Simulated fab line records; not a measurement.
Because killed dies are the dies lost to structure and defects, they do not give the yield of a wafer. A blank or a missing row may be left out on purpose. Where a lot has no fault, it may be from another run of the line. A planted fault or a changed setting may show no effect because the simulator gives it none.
Matching of chambers	flow n5Finfet	N5_BEOL_M0_SAQP_SPACER1_ALD_98 on aldSin-04: 4 sister chambers
The step deposits SiO2, target thk 12.8 nm, pulse time 1 s, purge time 2 s. 4 wafers are shown with their chamber, then 12 later ones without.

WAFERS, EACH WITH ITS CHAMBER
wafer	chamber	heaterPowerW (W)
L090.4	2	584
L090.6	1	477
L093.5	0	409
L093.6	3	452

WAFERS WITHOUT THEIR CHAMBER
wafer	heaterPowerW (W)
L091.2	469
L091.4	586
L091.6	461
L094.2	587
L094.3	471
L094.6	599
L092.4	458
L092.5	489
L092.6	404
L096.1	461
L096.3	402
L096.5	458

WHICH CHAMBER EACH WENT THROUGH
wafer	from the rows above	in truth
L091.2	can't be placed: 1 or 3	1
L091.4	2	2
L091.6	can't be placed: 3 or 1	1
L094.2	2	2
L094.3	can't be placed: 1 or 3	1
L094.6	2	2
L092.4	can't be placed: 3 or 1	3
L092.5	1	1
L092.6	0	0
L096.1	can't be placed: 3 or 1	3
L096.3	0	0
L096.5	can't be placed: 3 or 1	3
Correct placement for 6 of the 12. From these rows, 6 cannot be placed; in 6 the true chamber is one of the candidates. 0 placed wrongly.
How it was worked out, from the rows above alone: a wafer's distance from a chamber is the root of the sum, over the readings, of the square of ((its reading less the chamber's mean) divided by the reading's scatter). If the next closest chamber is less than 2 further off than the closest, the wafer can't be placed; otherwise it belongs to the closest. Each chamber's mean is taken over the wafers shown for it. The scatter: with one shown wafer a chamber, the root of the mean of the squares of how far each hidden wafer lies from its nearest shown one.
